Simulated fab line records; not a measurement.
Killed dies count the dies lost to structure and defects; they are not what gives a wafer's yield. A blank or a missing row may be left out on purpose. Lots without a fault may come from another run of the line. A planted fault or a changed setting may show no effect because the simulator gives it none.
The tool behind it: which one? | flow n5 finfet | 9 lots with 27 wafers sampled at 3 steps, on a route of 1938 steps

## WHAT THE GAUGES READ, wafer by wafer
N5_BEOL_M1_CD_MEAS_28: target cd y 23.3 nm.
lot  | measured     | on        | cd nm (nm)
L959 | day 6 14:33  | cd sem-02 | 24.01 23.67 23.86
L960 | day 6 14:55  | cd sem-02 | 23.92 24.06 24.32
L962 | day 7 06:47  | cd sem-02 | 24.05 23.50 23.93
L963 | day 7 06:53  | cd sem-01 | 23.80 23.69 23.86
L966 | day 8 03:05  | cd sem-01 | 23.79 23.93 24.07
L967 | day 8 12:49  | cd sem-01 | 23.97 23.78 23.69
L968 | day 8 21:19  | cd sem-03 | 24.25 24.15 23.98
L974 | day 10 15:05 | cd sem-02 | 22.66 23.28 22.79
L976 | day 10 19:39 | cd sem-03 | 22.98 22.76 22.75

## EACH LOT AND THE TOOL THAT RAN IT (in order: tool; ch and the chambers of the sampled wafers; start)
lot  | N5_BEOL_M0_SPUTTER_141       | N5_BEOL_M1_EXPOSE_25
L959 | pvd sputter-03, day 6 09:09  | euv scanner-02 ch 0, day 6 14:24
L960 | pvd sputter-01, day 6 10:50  | euv scanner-01 ch 0, day 6 14:46
L962 | pvd sputter-03, day 7 02:28  | euv scanner-01 ch 0, day 7 06:40
L963 | pvd sputter-02, day 7 02:30  | euv scanner-01 ch 0, day 7 06:44
L966 | pvd sputter-01, day 7 23:55  | euv scanner-01 ch 0, day 8 02:56
L967 | pvd sputter-01, day 8 07:46  | euv scanner-02 ch 0, day 8 12:41
L968 | pvd sputter-03, day 8 18:26  | euv scanner-01 ch 0, day 8 21:11
L974 | pvd sputter-02, day 10 11:39 | euv scanner-01 ch 0, day 10 14:56
L976 | pvd sputter-02, day 10 16:23 | euv scanner-01 ch 0, day 10 19:30
- N5_BEOL_M0_SPUTTER_141: material Cu, target thk 4 nm, time 7.37 s.
- N5_BEOL_M1_EXPOSE_25: exposes mask V0, defocus 5 nm, target cd 24 nm.

## THE ANSWER, worked out from the rows above alone
Rule: the lots themselves supply what counts as usual. Put in order of their means at a reading, lots are off if they are a third of the lots or fewer, leave a main group of 4 or more, and stand apart from it by a gap of 3 or more times the standard deviation of the main group's means; of several such gaps the widest counts. A main group whose means are all the same, to the digits that the tables above print for the reading, isn't used. A lot without any number at a reading at which 4 lots or more have one is off too. Any other lot the step has rows for is counted as sound.
Off at N5_BEOL_M1_CD_MEAS_28 (cd nm): L974, L976. The main group has a mean of 23.92 nm with a standard deviation of 0.13.
A tool fits if, at a process step before that reading, it ran every lot that is off, and no sound lot after the first of them. Gauges at N5_BEOL_M1_CD_MEAS_28: tried the same way as those tools. 2 tools fit, pvd sputter-02 at N5_BEOL_M0_SPUTTER_141 and euv scanner-01 at N5_BEOL_M1_EXPOSE_25, so this cannot tell which one it is.

## WHAT THE SIMULATOR HAD INSERTED
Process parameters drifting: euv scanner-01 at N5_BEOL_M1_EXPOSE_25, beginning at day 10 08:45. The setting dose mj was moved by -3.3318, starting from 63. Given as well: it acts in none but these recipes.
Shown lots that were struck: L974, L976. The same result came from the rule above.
